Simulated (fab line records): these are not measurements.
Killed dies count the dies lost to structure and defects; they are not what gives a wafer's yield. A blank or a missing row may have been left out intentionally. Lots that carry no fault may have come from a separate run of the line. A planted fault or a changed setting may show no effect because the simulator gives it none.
fab line records	flow nand_harc
[record] lots = 6	wafers = 18	last_day = 31
route steps=1302 shown A_SGD_CUT@901 END@1302
lots with no fault: from the same line, run without faults
start_h: start of the lot's first displayed wafer, in hours after the record's first day	wait_h: hours from the lot's prior step to this one	" identical to the entry in the row above	L1.1+2: one row covering several wafers at once	- value missing, or start not given	* or withheld: withheld	< > ~ a bound
route shown NAME@n: a module of which the file shows steps, and the number in the route of the first	usual: the fault-free wafers' mean and standard deviation	same: alike in all rows	chamber/n: place in a boat	sites: per-site readings	_std_site: their standard deviation	_edge_site: the outer-site mean with the inner-site mean subtracted	radius_mm: for every site, how far away it sits from the centre of the wafer	mask NAME#n: copy n	behind: tool/chamber where the wafer was last shaped	hold: the reason the lot was held/the length of the hold in hours/how it ended	device: the n, p or np transistor that did not switch	end of line: tests of these same wafers at the route's end	a step given without rows: its recipe and nothing more	killed: count of dies lost to structure and defects at first sort (not the wafer's yield)	map: shows each die of a wafer: x if killed, . if not, _ if none is there
set.NAME: the setting that was run; set.NAME@STEP: the one run at that earlier step	model.NAME: the simulator's own value behind a step, which no gauge read
lots at some steps of the route; a table a step, a row a wafer
services: when a tool's chamber went out of use (start_h, in hours from the record's first day, below 0 if earlier), for how many hours, and the reason
[[steps]]
[step NHARC_A_SGD_CUT_CD_MEAS_09]
[recipe] target_cd_nm = 100	landing_energy_ev = 500
[usual] cd_nm = 100.1/0.74
lot.wafer	tool	chamber	start_h	wait_h	cd_nm
L627.3	cd_sem-01	0	476.30	-	100.3
L627.4	"	0	"	"	100.0
L627.6	"	0	"	"	101.1
L631.1	cd_sem-01	0	506.78	-	100.5
L631.3	"	0	"	"	100.0
L631.6	"	0	"	"	100.1
L630.1	cd_sem-03	0	506.93	-	98.4
L630.3	"	0	"	"	98.7
L630.6	"	0	"	"	99.6
L638.1	cd_sem-02	0	585.39	-	99.7
L638.2	"	0	"	"	100.7
L638.4	"	0	"	"	99.3
L641.1	cd_sem-02	0	596.68	-	100.9
L641.4	"	0	"	"	101.1
L641.5	"	0	"	"	101.4
L643.1	cd_sem-01	0	616.84	-	101.2
L643.2	"	0	"	"	100.4
L643.4	"	0	"	"	99.6
[step NHARC_A_SGD_CUT_OVL_MEAS_10]
[usual] overlay_x_nm = 0.1/0.72	overlay_y_nm = 0.2/0.76
lot.wafer	tool	chamber	start_h	wait_h	overlay_x_nm	overlay_y_nm
L627.3	overlay-01	-	476.39	-	1.0	0.6
L627.4	"	-	"	"	0.6	0.8
L627.6	"	-	"	"	1.0	1.1
L631.1	overlay-02	-	506.87	-	0.1	0.0
L631.3	"	-	"	"	0.3	-0.8
L631.6	"	-	"	"	0.2	-0.7
L630.1	overlay-01	-	507.02	-	0.9	0.5
L630.3	"	-	"	"	1.2	0.2
L630.6	"	-	"	"	1.0	0.6
L638.1	overlay-02	-	585.48	-	0.5	-0.7
L638.2	"	-	"	"	0.8	-0.5
L638.4	"	-	"	"	0.7	-0.9
L641.1	overlay-01	-	596.77	-	0.3	0.3
L641.4	"	-	"	"	-0.6	0.6
L641.5	"	-	"	"	0.1	0.2
L643.1	overlay-02	-	616.94	-	1.6	0.0
L643.2	"	-	"	"	1.4	-0.1
L643.4	"	-	"	"	1.2	-0.6
[step NHARC_A_SGD_CUT_INSPECT_11]
[usual] raw_defect_count = 54/28
lot.wafer	tool	chamber	start_h	wait_h	raw_defect_count
L627.3	defect_inspect-02	-	476.42	0.0	70
L627.4	"	-	"	"	83
L627.6	"	-	"	"	51
L631.1	defect_inspect-02	-	506.91	0.0	74
L631.3	"	-	"	"	64
L631.6	"	-	"	"	87
L630.1	defect_inspect-01	-	507.06	0.0	109
L630.3	"	-	"	"	115
L630.6	"	-	"	"	114
L638.1	defect_inspect-01	-	585.51	0.0	54
L638.2	"	-	"	"	46
L638.4	"	-	"	"	68
L641.1	defect_inspect-02	-	596.80	0.0	102
L641.4	"	-	"	"	93
L641.5	"	-	"	"	101
L643.1	defect_inspect-02	-	616.98	0.0	53
L643.2	"	-	"	"	64
L643.4	"	-	"	"	73
[step NHARC_A_SGD_CUT_DESCUM_14]
[recipe] time_s = 3	o2_flow_sccm = 200	ar_flow_sccm = 0	bias_power_w = 0	chemistry = O2
[usual] drypump_motor_current_A = 5.97/0.28	oes_product_au = 0.998/0.014	rf_vpp_V = 57.6/0.92	showerhead_plenum_p_Torr = 1.86/0.066	throttle_valve_pct = 11.311/0.0093
lot.wafer	tool	chamber	start_h	wait_h	drypump_motor_current_A	oes_product_au	rf_hours_counter_h	rf_vpp_V	showerhead_plenum_p_Torr	throttle_valve_pct
L627.3	rie_diel-08	2	476.48	0.1	6.20	0.963	5	57.4	1.80	11.306
L627.4	"	3	"	"	5.50	0.993	4	58.4	1.86	11.312
L627.6	"	2	"	"	6.20	0.974	-	57.8	1.80	11.312
L631.3	rie_diel-09	2	506.97	0.1	6.00	1.005	0	57.8	1.86	11.314
L631.1	"	0	"	"	6.01	1.027	0	56.7	1.79	11.328
L631.6	"	2	"	"	6.01	1.001	-	58.6	1.86	11.314
L630.3	rie_diel-03	2	507.14	0.1	5.94	1.007	3	59.3	1.80	11.322
L630.1	"	3	"	"	6.20	0.988	3	57.3	1.91	11.307
L630.6	"	0	"	"	5.73	1.017	-	57.0	1.81	11.314
L638.4	rie_diel-09	2	585.57	0.1	6.02	1.021	4	58.2	1.86	11.328
L638.1	"	3	"	"	6.07	1.009	4	57.1	1.84	11.307
L638.2	"	0	"	"	5.94	1.038	4	56.4	1.79	11.321
L641.1	rie_diel-03	2	596.87	0.1	5.94	1.005	10	56.5	1.80	11.304
L641.4	"	3	"	"	6.20	0.999	11	57.5	1.91	11.324
L641.5	"	2	"	"	5.94	1.012	-	58.0	1.80	11.313
L643.1	rie_diel-03	2	617.04	0.1	5.93	1.011	11	57.5	1.80	11.309
L643.2	"	1	"	"	6.63	0.983	11	58.8	1.94	11.316
L643.4	"	2	"	"	5.90	1.008	-	55.5	1.80	11.312
[step NHARC_A_SGD_CUT_ETCH_58]
[recipe] target_depth_a = 390	over_etch_frac = 0.3	time_s = 65	ion_energy_ev = 80	cf4_flow_sccm = 150	ar_flow_sccm = 0	rf_w = 300	bias_w = 100	chemistry = CF4
[usual] bias_w = 100.0/0.3	drypump_motor_current_A = 5.98/0.27	oes_product_au = 0.999/0.013	rf_vpp_V = 150.8/1.1	showerhead_plenum_p_Torr = 1.73/0.057	throttle_valve_pct = 13.282/0.0092
lot.wafer	tool	chamber	start_h	wait_h	bias_w	drypump_motor_current_A	oes_product_au	rf_hours_counter_h	rf_vpp_V	showerhead_plenum_p_Torr	throttle_valve_pct
L627.3	rie_diel-08	0	476.57	0.1	99.7	5.94	0.991	5	150.9	1.72	13.276
L627.4	"	2	"	"	99.7	6.20	0.973	5	152.0	1.67	13.270
L627.6	"	1	"	"	100.6	5.87	0.997	-	151.0	1.74	13.274
L631.3	rie_diel-09	1	507.05	0.1	99.4	5.66	0.984	0	152.6	1.86	13.262
L631.1	"	2	"	"	99.9	6.04	0.999	0	151.3	1.72	13.276
L631.6	"	2	"	"	100.0	6.03	1.006	-	149.7	1.72	13.273
L630.3	rie_diel-03	3	507.21	0.1	100.1	6.19	0.983	3	150.9	1.76	13.286
L630.1	"	1	"	"	100.4	6.59	0.996	3	150.8	1.79	13.281
L630.6	"	3	"	"	100.6	6.19	0.983	-	153.0	1.76	13.288
L638.4	rie_diel-09	1	585.66	0.1	100.0	5.65	1.006	4	151.6	1.85	13.277
L638.2	"	3	"	"	99.6	6.05	0.994	4	151.7	1.71	13.277
L638.1	"	0	"	"	99.7	5.96	1.016	4	150.0	1.66	13.262
L641.1	rie_diel-03	1	596.96	0.1	100.1	6.56	0.993	10	149.6	1.79	13.269
L641.4	"	3	"	"	100.2	6.18	0.990	11	151.1	1.76	13.279
L641.5	"	0	"	"	100.2	5.75	1.013	-	150.8	1.68	13.277
L643.2	rie_diel-03	0	617.14	0.1	99.3	5.73	1.011	13	150.1	1.68	13.288
L643.1	"	1	"	"	99.9	6.67	0.986	11	151.5	1.79	13.291
L643.4	"	0	"	"	100.1	5.72	1.000	-	150.1	1.68	13.289
[step NHARC_A_SGD_CUT_ETCH_59]
[recipe] target_depth_a = 2600	over_etch_frac = 0.25	time_s = 406.25	ion_energy_ev = 200	n2_flow_sccm = 150	h2_flow_sccm = 150	ar_flow_sccm = 0	rf_w = 400	bias_w = 150	chemistry = N2/H2
[step NHARC_A_SGD_CUT_ETCH_15]
[recipe] target_depth_a = 750	time_s = 64.3	ch3f_flow_sccm = 50	o2_flow_sccm = 30	ar_flow_sccm = 200	rf_w = 500	bias_w = 100	chemistry = CH3F/O2
[usual] bias_w = 99.96/0.26	drypump_motor_current_A = 5.97/0.27	oes_product_au = 0.952/0.023	rf_vpp_V = 262.9/1.5	showerhead_plenum_p_Torr = 2.40/0.085	throttle_valve_pct = 20.663/0.01
lot.wafer	tool	chamber	start_h	wait_h	bias_w	drypump_motor_current_A	oes_product_au	rf_hours_counter_h	rf_vpp_V	showerhead_plenum_p_Torr	throttle_valve_pct
L627.3	rie_diel-08	1	-	-	99.92	5.85	0.917	5	264.4	2.42	20.654
L627.4	"	2	"	"	100.01	6.24	0.898	5	262.5	2.32	20.648
L627.6	"	3	"	"	99.72	5.49	0.929	-	262.1	2.39	20.669
L631.3	rie_diel-09	1	-	-	100.08	5.71	0.959	0	265.4	2.58	20.651
L631.1	"	2	"	"	100.06	6.05	0.958	0	263.8	2.39	20.654
L631.6	"	1	"	"	100.08	5.67	0.964	-	265.2	2.58	20.684
L630.1	rie_diel-03	3	-	-	99.72	6.20	0.962	4	263.6	2.45	20.669
L630.3	"	0	"	"	99.59	5.72	0.969	4	261.4	2.33	20.657
L630.6	"	0	"	"	99.63	5.70	0.960	-	260.9	2.33	20.664
L638.4	rie_diel-09	3	-	-	99.81	6.07	0.940	4	262.1	2.37	20.674
L638.1	"	0	"	"	100.38	6.05	0.972	4	263.2	2.31	20.679
L638.2	"	1	"	"	99.65	5.69	0.954	4	266.1	2.58	20.655
L641.4	rie_diel-03	2	-	-	99.57	5.93	0.967	10	262.4	2.32	20.679
L641.1	"	3	"	"	100.02	6.19	0.967	11	265.1	2.45	20.661
L641.5	"	1	"	"	100.25	6.62	0.964	-	264.3	2.49	20.680
L643.2	rie_diel-03	2	-	-	99.91	5.97	0.959	11	263.3	2.32	20.668
L643.1	"	0	"	"	99.86	5.73	0.962	13	261.3	2.32	20.663
L643.4	"	1	"	"	99.90	6.68	0.943	-	265.2	2.49	20.665
[step NHARC_A_SGD_CUT_ETCH_16]
[recipe] target_depth_a = 3105	time_s = 155.2	c4f8_flow_sccm = withheld	o2_flow_sccm = 8	ar_flow_sccm = withheld	rf_w = 600	bias_w = 800	chemistry = C4F8/O2/Ar
[usual] bias_w = 800.2/2.1	oes_product_au = 0.966/0.018	rf_vpp_V = 720/3.4
lot.wafer	tool	chamber	start_h	wait_h	bias_w	oes_product_au	rf_hours_counter_h	rf_vpp_V
L627.4	rie_diel-08	2	-	-	798.4	0.917	5	716
L627.3	"	1	"	"	800.4	0.933	5	722
L627.6	"	2	"	"	798.8	0.907	-	717
L631.1	rie_diel-09	1	-	-	798.7	0.973	0	729
L631.3	"	2	"	"	801.4	0.966	0	722
L631.6	"	3	"	"	799.7	0.985	-	720
L630.3	rie_diel-03	3	-	-	798.7	0.971	4	722
L630.1	"	0	"	"	798.3	0.975	4	719
L630.6	"	1	"	"	802.9	0.968	-	725
L638.2	rie_diel-09	3	-	-	801.0	0.964	4	719
L638.1	"	1	"	"	800.7	0.975	4	728
L638.4	"	2	"	"	806.9	0.979	4	719
L641.1	rie_diel-03	0	-	-	797.0	0.987	11	719
L641.4	"	1	"	"	801.7	0.976	10	724
L641.5	"	0	"	"	800.3	0.993	-	717
L643.1	rie_diel-03	0	-	-	800.1	0.975	13	716
L643.2	"	1	"	"	801.3	0.952	12	725
L643.4	"	0	"	"	800.8	0.985	-	719
[step NHARC_A_SGD_CUT_STRIP_60]
[recipe] c4f8_flow_sccm = withheld	o2_flow_sccm = 8	ar_flow_sccm = withheld	bias_w = 0	chemistry = C4F8/O2/Ar
[step NHARC_A_SGD_CUT_STRIP_17]
[recipe] o2_flow_sccm = 500	ar_flow_sccm = 0	bias_w = 0	chemistry = O2
[usual] drypump_motor_current_A = 5.98/0.27	oes_product_au = 1.000/0.014	rf_vpp_V = 57.6/0.87	showerhead_plenum_p_Torr = 3.44/0.11	throttle_valve_pct = 17.036/0.0086
[same] bias_w = 0
lot.wafer	tool	chamber	start_h	wait_h	drypump_motor_current_A	oes_product_au	rf_hours_counter_h	rf_vpp_V	showerhead_plenum_p_Torr	throttle_valve_pct
L627.4	rie_diel-08	0	-	-	5.93	1.005	5	56.1	3.42	17.053
L627.3	"	2	"	"	6.22	0.968	5	57.9	3.34	17.048
L627.6	"	3	"	"	5.53	1.001	-	57.7	3.44	17.038
L631.3	rie_diel-09	3	-	-	6.08	1.017	0	58.0	3.41	17.035
L631.1	"	0	"	"	5.94	1.023	0	56.8	3.32	17.042
L631.6	"	2	"	"	6.07	0.998	-	56.9	3.44	17.025
L630.1	rie_diel-03	0	-	-	5.73	1.008	4	56.9	3.35	17.037
L630.3	"	1	"	"	6.62	1.018	3	57.2	3.58	17.046
L630.6	"	3	"	"	6.22	0.989	-	58.2	3.52	17.031
L638.4	rie_diel-09	2	-	-	6.03	1.011	4	57.3	3.43	17.035
L638.2	"	3	"	"	6.10	1.017	4	58.9	3.41	17.029
L638.1	"	0	"	"	6.00	1.031	5	57.0	3.32	17.035
L641.1	rie_diel-03	0	-	-	5.74	1.010	11	58.2	3.34	17.038
L641.4	"	2	"	"	5.94	1.009	10	56.7	3.33	17.037
L641.5	"	0	"	"	5.72	1.020	-	56.4	3.34	17.033
L643.1	rie_diel-03	0	-	-	5.73	1.007	13	58.6	3.34	17.025
L643.2	"	1	"	"	6.65	0.986	12	57.8	3.57	17.057
L643.4	"	0	"	"	5.75	1.014	-	56.7	3.34	17.042
[step NHARC_A_SGD_CUT_PRECLEAN_18]
[recipe] time_s = *	temp_c = 50	bath_age_min = 0	chemistry = SC1
[step NHARC_A_SGD_CUT_SRD_19]
[step NHARC_A_SGD_CUT_DEP_20]
[recipe] target_thk_a = 1500	temp_c = 65	material = SiO2
[usual] susceptor_temp_C = 64.99/0.13
lot.wafer	tool	chamber	start_h	wait_h	susceptor_temp_C
L627.3	fcvd-01	0	477.65	-	64.95
L627.4	"	1	"	"	65.19
L627.6	"	1	"	"	65.35
L631.1	fcvd-02	1	508.10	-	-
L631.3	"	0	"	"	-
L631.6	"	0	"	"	-
L630.1	fcvd-01	1	508.24	-	-
L630.3	"	0	"	"	-
L630.6	"	1	"	"	-
L638.1	fcvd-01	1	586.69	-	-
L638.2	"	0	"	"	-
L638.4	"	0	"	"	-
L641.1	fcvd-02	0	598.01	-	65.17
L641.4	"	1	"	"	65.10
L641.5	"	0	"	"	65.10
L643.2	fcvd-02	1	618.32	-	-
L643.1	"	0	"	"	-
L643.4	"	0	"	"	-
[step NHARC_A_SGD_CUT_ANNEAL_27]
[recipe] temp_c = 450	time_s = 1800
[step NHARC_A_SGD_CUT_CMP_21]
[recipe] target_thk_nm = 148.19
[usual] motor_current_A = 11.9/1.2	slurry_filter_dp_kPa = 13.49/0.13	time_to_endpoint_s = 51/4.4
lot.wafer	tool	chamber	start_h	wait_h	motor_current_A	slurry_filter_dp_kPa	time_to_endpoint_s
L627.3	cmp-02	0	482.25	0.4	11.9	13.12	47
L627.4	"	1	"	"	11.9	13.50	46
L627.6	"	2	"	"	12.2	13.44	53
L630.3	cmp-04	2	512.76	0.4	11.0	13.33	14
L630.1	"	3	"	"	11.5	13.31	13
L630.6	"	1	"	"	10.2	13.36	10
L631.3	cmp-03	0	512.76	0.4	12.9	13.56	15
L631.1	"	2	"	"	13.1	13.45	19
L631.6	"	0	"	"	12.4	13.74	16
L638.4	cmp-04	0	591.14	0.4	12.3	13.46	53
L638.2	"	1	"	"	9.9	13.35	44
L638.1	"	2	"	"	11.6	13.50	49
L641.1	cmp-03	0	601.65	0.4	12.2	13.44	54
L641.4	"	1	"	"	13.6	13.47	57
L641.5	"	3	"	"	10.8	13.40	58
L643.2	cmp-03	1	623.31	0.4	13.1	13.50	52
L643.1	"	2	"	"	14.1	13.31	52
L643.4	"	3	"	"	11.1	13.61	54
[step NHARC_A_SGD_CUT_THK_MEAS_22]
[recipe] thk_meas_gauge = ellipsometry
[usual] thk_nm = 148.0/1.6
lot.wafer	tool	chamber	start_h	wait_h	hold	thk_nm
L627.3	film_metro-01	-	482.46	0.2	-	146.7
L627.4	"	-	"	"	-	147.4
L627.6	"	-	"	"	-	148.0
L631.1	film_metro-01	-	512.99	0.2	await_dispo/0.2h/release	51.4
L631.3	"	-	"	"	await_dispo/0.2h/release	51.2
L631.6	"	-	"	"	await_dispo/0.2h/release	50.8
L631.1	film_metro-01	-	513.16	0.2	-	48.4
L631.3	"	-	"	"	-	49.7
L631.6	"	-	"	"	-	49.8
L630.1	film_metro-02	-	512.99	0.2	await_dispo/0.2h/release	50.5
L630.3	"	-	"	"	await_dispo/0.2h/release	51.8
L630.6	"	-	"	"	await_dispo/0.2h/release	50.9
L630.1	film_metro-02	-	513.16	0.2	-	48.2
L630.3	"	-	"	"	-	49.2
L630.6	"	-	"	"	-	50.3
L638.1	film_metro-01	-	591.39	0.2	-	148.3
L638.2	"	-	"	"	-	145.7
L638.4	"	-	"	"	-	147.6
L641.1	film_metro-02	-	601.85	0.2	-	149.0
L641.4	"	-	"	"	-	149.3
L641.5	"	-	"	"	-	151.1
L643.1	film_metro-01	-	623.54	0.2	-	148.4
L643.2	"	-	"	"	-	148.5
L643.4	"	-	"	"	-	149.2
[step NHARC_END_SORT_01]
[recipe] temp_c = 25
[usual] defect_limited_yield = 91.2/2.6	killed_at_array = 55/17	killed_at_other = 0.9/1.2	killed_at_periphery = 3.7/2.5	killed_dies = 59/18	killed_open = 3.4/1.9	killed_short = 2.6/1.6	sort_bin_2_pct = 3.1/1.2	sort_bin_3_pct = 0.7/0.4	sort_bin_4_pct = 4.9/1.4	sort_n_pass = 618/18	sort_rim_yield_pct = 93/3.7	sort_yield_pct = 91.2/2.6
[same] gross_dies = 677	sort_bin_5_pct[%] = 0	sort_bin_6_pct[%] = 0	sort_bin_7_pct[%] = 0	sort_bin_8_pct[%] = 0	sort_rim_n_gross = 106.00
lot.wafer	tool	chamber	start_h	wait_h	defect_limited_yield[%]	killed_at_array	killed_at_other	killed_at_periphery	killed_dies	killed_open	killed_short	sort_bin_2_pct[%]	sort_bin_3_pct[%]	sort_bin_4_pct[%]	sort_n_pass	sort_rim_yield_pct[%]	sort_yield_pct[%]
L638.1	prober-01	0	704.93	2.5	92.0	49	0	5	54	2	2	3.0	0.4	4.6	623	91	92.0
L638.2	prober-01	0	705.72	2.8	92.9	43	0	5	48	3	2	2.4	0.3	4.4	629	97	92.9
L638.4	prober-01	0	707.31	3.4	90.4	62	0	3	65	7	6	2.7	0.3	6.6	612	95	90.4
L641.1	prober-01	0	731.39	2.5	88.5	74	0	4	78	3	0	4.4	0.6	6.5	599	90	88.5
L641.4	prober-01	0	733.79	3.4	89.4	63	1	8	72	4	3	3.8	1.2	5.6	605	97	89.4
L641.5	prober-01	0	734.59	3.7	89.7	69	0	1	70	0	2	4.4	1.2	4.7	607	97	89.7
// killed by level:class
L638.1 A_CHANNEL_HOLE_D1:chamber_film_flake=29 A_STAIRCASE:chamber_film_flake=8 A_CONTACT:chamber_film_flake=6 P_CONTACT:chamber_film_flake=2 P_M0:geometric_particle:open=1 A_ONON_D1:geometric_particle:short=1 A_ONON_D2:geometric_particle:open=1 A_CHANNEL_FILL_D2:geometric_particle:short=1
L638.2 A_CHANNEL_HOLE_D1:chamber_film_flake=27 A_CONTACT:chamber_film_flake=5 A_STAIRCASE:chamber_film_flake=4 P_CONTACT:chamber_film_flake=3 A_SLIT:chamber_film_flake=2 P_CONTACT:geometric_particle:open=1 P_M0:geometric_particle:open=1 A_ONON_D2:geometric_particle:short=1
L638.4 A_CHANNEL_HOLE_D1:chamber_film_flake=39 A_CONTACT:chamber_film_flake=5 A_SLIT:chamber_film_flake=3 A_CHANNEL_HOLE_D1:geometric_particle:open=2 A_WL_FILL:geometric_particle:short=2 P_M0:geometric_particle:short=1 P_M0:geometric_particle:open=1 A_DECK1_JOINT:geometric_particle:short=1
L641.1 A_CHANNEL_HOLE_D1:chamber_film_flake=32 A_CHANNEL_HOLE_D2:chamber_film_flake=25 P_M1:chamber_film_flake=4 A_SLIT:chamber_film_flake=4 A_CONTACT:chamber_film_flake=4 A_BLC:chamber_film_flake=3 A_STAIRCASE:chamber_film_flake=2 A_CHANNEL_FILL_D1:geometric_particle:open=1
L641.4 A_CHANNEL_HOLE_D1:chamber_film_flake=27 A_CHANNEL_HOLE_D2:chamber_film_flake=14 A_BLC:chamber_film_flake=8 A_STAIRCASE:chamber_film_flake=4 P_M1:chamber_film_flake=3 A_CONTACT:chamber_film_flake=3 P_GATE:geometric_particle:open=2 A_CONTACT:geometric_particle:open=2
L641.5 A_CHANNEL_HOLE_D1:chamber_film_flake=36 A_CHANNEL_HOLE_D2:chamber_film_flake=16 A_CONTACT:chamber_film_flake=10 A_BLC:chamber_film_flake=3 A_CHANNEL_HOLE_D1:geometric_particle:short=1 A_SGD_CUT:geometric_particle:short=1 P_STI:chamber_film_flake=1 A_STAIRCASE:chamber_film_flake=1
[[services]]
tool	chamber	start_h	hours	kind
cmp-03	-	456.37	4.0	pm
rie_diel-03	-	458.30	9.0	pm
rie_diel-03	0	458.30	9.0	vent_cycle
rie_diel-03	1	458.30	9.0	vent_cycle
rie_diel-03	2	458.30	9.0	vent_cycle
rie_diel-09	-	491.30	1.5	repair
rie_diel-09	-	497.31	9.0	pm
cmp-04	-	503.08	4.0	pm
rie_diel-09	-	517.32	0.3	repair
cmp-02	-	528.39	4.0	pm
rie_diel-09	3	533.60	1.4	repair
cmp-03	-	541.63	3.1	repair
rie_diel-08	-	544.85	9.0	pm
fcvd-01	-	547.01	13.0	pm
cmp-03	-	554.37	4.0	pm
fcvd-02	0	566.95	3.5	repair
cmp-04	-	574.04	0.9	repair
cmp-02	-	581.31	1.3	repair
cmp-02	-	586.97	0.3	repair
fcvd-01	-	595.40	14.3	repair
cmp-04	-	597.14	0.9	repair
cmp-04	-	601.08	4.0	pm
fcvd-02	-	609.00	2.0	repair
rie_diel-03	3	614.82	6.3	repair
[[key]]
[first_sign] step = NHARC_A_SGD_CUT_CMP_21	reading = time_to_endpoint_s	direction = down	sigmas = 8.3	usual = *	struck = *
[effect] step = NHARC_A_SGD_CUT_THK_MEAS_22	reading = visit	direction = added
[effect] step = NHARC_A_SGD_CUT_THK_MEAS_22	reading = thk_nm	direction = down	sigmas = 59	usual = 148.0	struck = 51.1
met_at NHARC_A_SGD_CUT_DEP_20
struck_wafers L630.1,L630.3,L630.6,L631.1,L631.3,L631.6
scrapped_behind NHARC_A_SGD_CUT_THK_MEAS_22 L630.1,L630.3,L630.6,L631.1,L631.3,L631.6
onset_between 477.65 508.10
[fault] kind = skipped_step_whole	tool = fcvd-01,fcvd-02	chamber = -	onset_h = 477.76	steps = NHARC_A_SGD_CUT_DEP_20	scope = struck_lots_only
